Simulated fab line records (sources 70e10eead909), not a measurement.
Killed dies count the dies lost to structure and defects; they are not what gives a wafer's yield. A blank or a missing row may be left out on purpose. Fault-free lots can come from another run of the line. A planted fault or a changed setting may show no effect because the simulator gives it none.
Problem report, 8D (eight disciplines) form, completed by code | flow nand-harc | the parts of the form that need people (team, actions taken, sign-off) are left out

## 1. WHAT IS WRONG
Wafers without a fault read -0.1 nm, standard deviation 0.74; overlay-x-nm at NHARC_A_M1_OVL_MEAS_10 reads a mean of 10.3 nm on 6 wafers belonging to 2 lots. Relative to the usual mean, that is a shift of +14 standard deviations.
The step: pitch 240 nm.
The first sign was on wafer L672.1 at day 20 04:34, on overlay-01. Wafers with a number at this step in the record: 33, from 11 lots. By rule, "out" or "out of limits" means more than 4 standard deviations away from the usual mean. The other wafers with a number count as sound.

## 2. WHAT IT IS, WHAT IT ISN'T
question                    | is                     | is not
which readings at this step | overlay-x-nm           | -
which lots                  | L671, L672             | L662, L669, L670, L675, L677, L678, L682, L683, L685
which wafers of those lots  | all that have a number | -
read on which gauges        | overlay-01, overlay-02 | -
when                        | from day 20 04:34      | up to then (9 sound wafers); but 18 sound wafers of L675, L677, L678, L682, L683, L685 came after

## 3. THE SUSPECTS, EACH WITH WHAT RULES IT OUT
Counting: any tool at a process step up to the reading is kept as a suspect provided that every lot that is out went through it and no sound lot did after the first of them.
- ruled out: the gauge at NHARC_A_M1_OVL_MEAS_10. 2 gauges (overlay-01, overlay-02) read the wafers that are out.
- pecvd-04 at NHARC_A_M0_DEP_32 (deposits SiCN, target thk 30 nm): ruled out as a lasting fault. The sound lots L678, L683 went through it after L672, its earliest lot that is out (day 20 03:14).
- arfi-scanner-03 at NHARC_A_M1_EXPOSE_06 (exposes mask A M1, target cd 120 nm): kept. All lots that are out passed through it, beginning with L672 at day 20 04:20, and no sound lot followed; its final sound lot before that point was L670 at day 19 23:51.
The count leaves arfi-scanner-03 at NHARC_A_M1_EXPOSE_06.

## 4. THE CAUSE (what the simulator had put in)
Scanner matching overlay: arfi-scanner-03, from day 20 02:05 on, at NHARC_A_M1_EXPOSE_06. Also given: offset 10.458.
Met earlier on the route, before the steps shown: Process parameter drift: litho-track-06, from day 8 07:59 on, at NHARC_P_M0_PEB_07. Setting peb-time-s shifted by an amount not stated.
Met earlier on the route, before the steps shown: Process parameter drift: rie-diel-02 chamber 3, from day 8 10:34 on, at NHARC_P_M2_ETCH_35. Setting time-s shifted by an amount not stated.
This tool alone remained once counting was done.

## 5. THE CHAIN OF EFFECTS, in route order
Each row: a reading whose mean over the struck wafers that have a number lies more than 3 standard deviations from the usual. Readings are gone through only where the record gives a usual standard deviation; hours: the median, over the lots, of the time from a lot's start at the first step in this table giving one to that lot's start at this step; sigmas: the change measured in usual standard deviations.
hours | step                   | reading      | usual   | on struck wafers | change | sigmas
0     | NHARC_A_M1_OVL_MEAS_10 | overlay-x-nm | -0.1 nm | 10.3             | +10.4  | +14
Later steps that measure or inspect, where all struck wafers having a row at the step show a number for every such reading and not one has moved that far: NHARC_END_SORT_01.

## 6. WHAT WOULD HAVE CAUGHT IT SOONER
2 hours passed between the start of the fault at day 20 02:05 and the first reading out of limits at a measuring or inspecting step in this record, taken at day 20 04:34.
An alarm limit of 4 standard deviations would not have fired on the tool readings at NHARC_A_M1_EXPOSE_06 for which the record gives a usual standard deviation, since none of them was out on any struck wafer.
Of the lots that are out (2), L671 began NHARC_A_M1_EXPOSE_06 on arfi-scanner-03 after day 20 04:34. It would have been spared by a hold on the tool at that moment.
